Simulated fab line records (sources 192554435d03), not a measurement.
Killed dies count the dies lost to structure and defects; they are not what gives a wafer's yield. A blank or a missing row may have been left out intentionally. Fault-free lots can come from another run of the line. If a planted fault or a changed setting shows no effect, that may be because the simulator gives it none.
fab line records :: flow n5_finfet
record
  lots=7
  wafers=39
route steps=1938 shown PAD_METAL@1896
start_h: hours from the record's first day to the start of the lot's first wafer shown :: wait_h: how many hours have passed since the lot's step before this one :: " identical to the entry in the row above :: L1.1+2: one row covering several wafers at once :: - value missing, or start not given :: * or withheld: withheld :: < > ~ a bound
route shown NAME@n: NAME is a module with steps in the file, n the number in the route of the first one :: usual: mean and standard deviation over wafers with no fault :: same: alike in all rows :: chamber/n: place in a boat :: sites: per-site readings :: _std_site: standard deviation of those values :: _edge_site: the outer-site mean with the inner-site mean subtracted :: radius_mm: for every site, how far away it sits from the centre of the wafer :: mask NAME#n: copy n :: behind: the tool/chamber that last shaped the wafer :: hold: reason for holding the lot/hours on hold/outcome of the hold :: device: names the non-switching transistor (n, p or np) :: end of line: the route-end tests of the same wafers :: a step given without rows: its recipe and nothing more :: killed: the dies lost at the first sort to structure and to defects; this is not the yield of the wafer :: map: a wafer's dies, marking killed ones x, the rest . and places with no die _
set.NAME: setting as actually run; set.NAME@STEP: the setting as run at that earlier step :: model.NAME: the simulator's own value behind a step, which no gauge read
lots whose settings were changed on purpose; a table a step, a row a wafer
## steps
# step N5_PASSIVATION_AL_DEP_21
# recipe
  material=Al
  target_thk_a=28000
  temp_c=400
  time_s=170
  power_w=30000
  chamber_pressure_pa=0.4
  gas=Ar
lot.wafer: L074.1
tool: pvd_sputter-01
chamber: -
start_h: 258.93
wait_h: 0.1
set.time_s: 170
model.Al_of_PASSIVATION_AL_DEP_21.thk_nm: 2825

lot.wafer: L074.4
tool: pvd_sputter-01
chamber: -
start_h: 258.93
wait_h: 0.1
set.time_s: 170
model.Al_of_PASSIVATION_AL_DEP_21.thk_nm: 2838

lot.wafer: L074.5
tool: pvd_sputter-01
chamber: -
start_h: 258.93
wait_h: 0.1
set.time_s: 170
model.Al_of_PASSIVATION_AL_DEP_21.thk_nm: 2831

lot.wafer: L075.1
tool: pvd_sputter-02
chamber: -
start_h: 279.26
wait_h: 0.1
set.time_s: 170
model.Al_of_PASSIVATION_AL_DEP_21.thk_nm: 2816

lot.wafer: L075.2
tool: pvd_sputter-02
chamber: -
start_h: 279.26
wait_h: 0.1
set.time_s: 170
model.Al_of_PASSIVATION_AL_DEP_21.thk_nm: 2814

lot.wafer: L075.3
tool: pvd_sputter-02
chamber: -
start_h: 279.26
wait_h: 0.1
set.time_s: 225.8
model.Al_of_PASSIVATION_AL_DEP_21.thk_nm: 3737

lot.wafer: L075.4
tool: pvd_sputter-02
chamber: -
start_h: 279.26
wait_h: 0.1
set.time_s: 225.8
model.Al_of_PASSIVATION_AL_DEP_21.thk_nm: 3713

lot.wafer: L075.5
tool: pvd_sputter-02
chamber: -
start_h: 279.26
wait_h: 0.1
set.time_s: 225.8
model.Al_of_PASSIVATION_AL_DEP_21.thk_nm: 3741

lot.wafer: L075.6
tool: pvd_sputter-02
chamber: -
start_h: 279.26
wait_h: 0.1
set.time_s: 170
model.Al_of_PASSIVATION_AL_DEP_21.thk_nm: 2801

lot.wafer: L079.1
tool: pvd_sputter-01
chamber: -
start_h: 289.88
wait_h: 0.1
set.time_s: 260.8
model.Al_of_PASSIVATION_AL_DEP_21.thk_nm: 4264

lot.wafer: L079.2
tool: pvd_sputter-01
chamber: -
start_h: 289.88
wait_h: 0.1
set.time_s: 170
model.Al_of_PASSIVATION_AL_DEP_21.thk_nm: 2760

lot.wafer: L079.3
tool: pvd_sputter-01
chamber: -
start_h: 289.88
wait_h: 0.1
set.time_s: 170
model.Al_of_PASSIVATION_AL_DEP_21.thk_nm: 2769

lot.wafer: L079.4
tool: pvd_sputter-01
chamber: -
start_h: 289.88
wait_h: 0.1
set.time_s: 260.8
model.Al_of_PASSIVATION_AL_DEP_21.thk_nm: 4257

lot.wafer: L079.5
tool: pvd_sputter-01
chamber: -
start_h: 289.88
wait_h: 0.1
set.time_s: 170
model.Al_of_PASSIVATION_AL_DEP_21.thk_nm: 2777

lot.wafer: L079.6
tool: pvd_sputter-01
chamber: -
start_h: 289.88
wait_h: 0.1
set.time_s: 260.8
model.Al_of_PASSIVATION_AL_DEP_21.thk_nm: 4246

lot.wafer: L080.1
tool: pvd_sputter-03
chamber: -
start_h: 294.42
wait_h: 0.1
set.time_s: 222.8
model.Al_of_PASSIVATION_AL_DEP_21.thk_nm: 3651

lot.wafer: L080.2
tool: pvd_sputter-03
chamber: -
start_h: 294.42
wait_h: 0.1
set.time_s: 222.8
model.Al_of_PASSIVATION_AL_DEP_21.thk_nm: 3698

lot.wafer: L080.3
tool: pvd_sputter-03
chamber: -
start_h: 294.42
wait_h: 0.1
set.time_s: 170
model.Al_of_PASSIVATION_AL_DEP_21.thk_nm: 2804

lot.wafer: L080.4
tool: pvd_sputter-03
chamber: -
start_h: 294.42
wait_h: 0.1
set.time_s: 222.8
model.Al_of_PASSIVATION_AL_DEP_21.thk_nm: 3688

lot.wafer: L080.5
tool: pvd_sputter-03
chamber: -
start_h: 294.42
wait_h: 0.1
set.time_s: 170
model.Al_of_PASSIVATION_AL_DEP_21.thk_nm: 2817

lot.wafer: L080.6
tool: pvd_sputter-03
chamber: -
start_h: 294.42
wait_h: 0.1
set.time_s: 170
model.Al_of_PASSIVATION_AL_DEP_21.thk_nm: 2815

lot.wafer: L083.1
tool: pvd_sputter-03
chamber: -
start_h: 332.43
wait_h: 0.1
set.time_s: 84.78
model.Al_of_PASSIVATION_AL_DEP_21.thk_nm: 1380

lot.wafer: L083.2
tool: pvd_sputter-03
chamber: -
start_h: 332.43
wait_h: 0.1
set.time_s: 170
model.Al_of_PASSIVATION_AL_DEP_21.thk_nm: 2818

lot.wafer: L083.3
tool: pvd_sputter-03
chamber: -
start_h: 332.43
wait_h: 0.1
set.time_s: 170
model.Al_of_PASSIVATION_AL_DEP_21.thk_nm: 2817

lot.wafer: L083.4
tool: pvd_sputter-03
chamber: -
start_h: 332.43
wait_h: 0.1
set.time_s: 84.78
model.Al_of_PASSIVATION_AL_DEP_21.thk_nm: 1403

lot.wafer: L083.5
tool: pvd_sputter-03
chamber: -
start_h: 332.43
wait_h: 0.1
set.time_s: 170
model.Al_of_PASSIVATION_AL_DEP_21.thk_nm: 2790

lot.wafer: L083.6
tool: pvd_sputter-03
chamber: -
start_h: 332.43
wait_h: 0.1
set.time_s: 84.78
model.Al_of_PASSIVATION_AL_DEP_21.thk_nm: 1390

lot.wafer: L086.1
tool: pvd_sputter-01
chamber: -
start_h: 359.29
wait_h: 0.1
set.time_s: 170
model.Al_of_PASSIVATION_AL_DEP_21.thk_nm: 2789

lot.wafer: L086.2
tool: pvd_sputter-01
chamber: -
start_h: 359.29
wait_h: 0.1
set.time_s: 170
model.Al_of_PASSIVATION_AL_DEP_21.thk_nm: 2812

lot.wafer: L086.3
tool: pvd_sputter-01
chamber: -
start_h: 359.29
wait_h: 0.1
set.time_s: 112
model.Al_of_PASSIVATION_AL_DEP_21.thk_nm: 1840

lot.wafer: L086.4
tool: pvd_sputter-01
chamber: -
start_h: 359.29
wait_h: 0.1
set.time_s: 112
model.Al_of_PASSIVATION_AL_DEP_21.thk_nm: 1834

lot.wafer: L086.5
tool: pvd_sputter-01
chamber: -
start_h: 359.29
wait_h: 0.1
set.time_s: 112
model.Al_of_PASSIVATION_AL_DEP_21.thk_nm: 1823

lot.wafer: L086.6
tool: pvd_sputter-01
chamber: -
start_h: 359.29
wait_h: 0.1
set.time_s: 170
model.Al_of_PASSIVATION_AL_DEP_21.thk_nm: 2818

lot.wafer: L089.1
tool: pvd_sputter-02
chamber: -
start_h: 368.85
wait_h: 0.1
set.time_s: 170
model.Al_of_PASSIVATION_AL_DEP_21.thk_nm: 2786

lot.wafer: L089.2
tool: pvd_sputter-02
chamber: -
start_h: 368.85
wait_h: 0.1
set.time_s: 170
model.Al_of_PASSIVATION_AL_DEP_21.thk_nm: 2805

lot.wafer: L089.3
tool: pvd_sputter-02
chamber: -
start_h: 368.85
wait_h: 0.1
set.time_s: 170
model.Al_of_PASSIVATION_AL_DEP_21.thk_nm: 2815

lot.wafer: L089.4
tool: pvd_sputter-02
chamber: -
start_h: 368.85
wait_h: 0.1
set.time_s: 222.2
model.Al_of_PASSIVATION_AL_DEP_21.thk_nm: 3634

lot.wafer: L089.5
tool: pvd_sputter-02
chamber: -
start_h: 368.85
wait_h: 0.1
set.time_s: 222.2
model.Al_of_PASSIVATION_AL_DEP_21.thk_nm: 3667

lot.wafer: L089.6
tool: pvd_sputter-02
chamber: -
start_h: 368.85
wait_h: 0.1
set.time_s: 222.2
model.Al_of_PASSIVATION_AL_DEP_21.thk_nm: 3647
## key
split
  step=N5_PASSIVATION_AL_DEP_21
  setting=time_s
  stated=170
  by=wafer
response
  step=N5_PASSIVATION_AL_DEP_21
  reading=model.Al_of_PASSIVATION_AL_DEP_21.thk_nm
  change=+28
  per=1%
  r=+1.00
